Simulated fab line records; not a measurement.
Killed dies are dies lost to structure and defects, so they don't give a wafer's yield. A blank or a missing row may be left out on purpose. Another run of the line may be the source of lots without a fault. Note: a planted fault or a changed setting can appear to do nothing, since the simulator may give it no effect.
Split-lot study -- flow n5_finfet -- 21 wafers read from 7 lots, route of 1938 steps

== THE SPLIT ITSELF ==
At N5_MOL_CONTACT_COAG_ETCH_105 (etches SiARC in CF4, target depth 15.6 nm, time 26 s), the setting bias_w was moved away from the recipe's 36 W on 7 of the 21 wafers read, by -13.6% to +14.2%. For the rest of the wafers, this setting stayed at what the recipe calls for.

Reading taken at the split's own step.

== THE READING ==
rf_vpp_V, in V, at N5_MOL_CONTACT_COAG_ETCH_105 (etches SiARC in CF4, target depth 15.6 nm, time 26 s). On this fab line, fault-free wafers typically give 184.3 V with a standard deviation of 1 V.

wafer,"tool, chamber at the split","bias_w as run, W",against the recipe,"rf_vpp_V, V",against lot-mates on the recipe
L074.1,"rie_diel-03, 1",36,recipe,184.9,-
L074.5,"rie_diel-03, 2",36,recipe,183.0,-
L074.6,"rie_diel-03, 3",38.8,+7.8%,192.8,+8.9
L076.4,"rie_diel-04, 2",36,recipe,185.2,-
L076.5,"rie_diel-04, 3",36,recipe,185.4,-
L076.6,"rie_diel-04, 2",39.12,+8.7%,193.4,+8.1
L081.3,"rie_diel-01, 1",36,recipe,183.7,-
L081.5,"rie_diel-01, 1",36,recipe,183.3,-
L081.6,"rie_diel-01, 2",36,recipe,183.2,-
L086.1,"rie_diel-03, 2",36,recipe,183.7,-
L086.3,"rie_diel-03, 3",36,recipe,183.7,-
L086.6,"rie_diel-03, 3",36,recipe,183.9,-
L089.1,"rie_diel-03, 2",36,recipe,184.3,-
L089.2,"rie_diel-03, 3",36,recipe,183.0,-
L089.4,"rie_diel-03, 0",36,recipe,184.2,-
L090.1,"rie_diel-04, 1",31.11,-13.6%,169.5,-13.1
L090.3,"rie_diel-04, 3",31.11,-13.6%,167.0,-15.6
L090.5,"rie_diel-04, 3",36,recipe,182.6,-
L091.2,"rie_diel-01, 2",41.11,+14.2%,200.4,no lot-mate on the recipe
L091.4,"rie_diel-01, 1",41.11,+14.2%,200.2,no lot-mate on the recipe
L091.5,"rie_diel-01, 2",41.11,+14.2%,200.4,no lot-mate on the recipe

FIT RESULTS
A straight line over all 21 wafers: rf_vpp_V changes by +1.15 V for each +1% of bias_w; r = +1.00; the points scatter about the line by 0.82 V.
The same after taking each lot's own level away (the mean of its wafers on the recipe; 18 wafers): +1.05 V for each +1%; r = +0.99; scatter 0.69 V.
The reading moves by 15 V for the largest change in bias_w, on that fit.
Measured against the standard deviation above, the lots' own levels, which go from 182.60 to 185.30 V, span 2.7 times it.
The two slopes are in agreement: the lot-to-lot level therefore moves the slope only a little.
Check: for one of the wafers moved furthest among these (-13.6%), held out of the fit, the line's prediction against its lot-mates is -15 V. Against them it came out at -13.1 V.
Tool readings at the split's step, against how far the setting was moved: rf_vpp_V r = +1.00.

== THE OTHER SPLITS THESE WAFERS WENT THROUGH ==
These wafers also went through other splits before the reading. Each is held against what the fit with the lots' levels taken away leaves over:
other split on the same wafers,wafers away from the commonest value,r with rf_vpp_V (lot level and that fit taken away)
N5_SD_ACTIVATION_LSA_01 temp_c,8,-0.03
N5_SDB_COAT_03 spin_rpm,5,-0.06
N5_SDB_COAT_05 spin_rpm,2,-0.08
N5_HKMG_FIN_COAT_43 spin_rpm,4,+0.01
N5_HKMG_FIN_DEVELOP_48 develop_time_s,7,-0.13
N5_GATE_CUT_CUT_ETCH_53 icp_w,5,-0.08
N5_GATE_CUT_ALD_22 ald_cycles,5,-0.19

== FILE'S OWN FIT ==
rf_vpp_V changes by +1.04 V for each +1% of bias_w, r = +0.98.
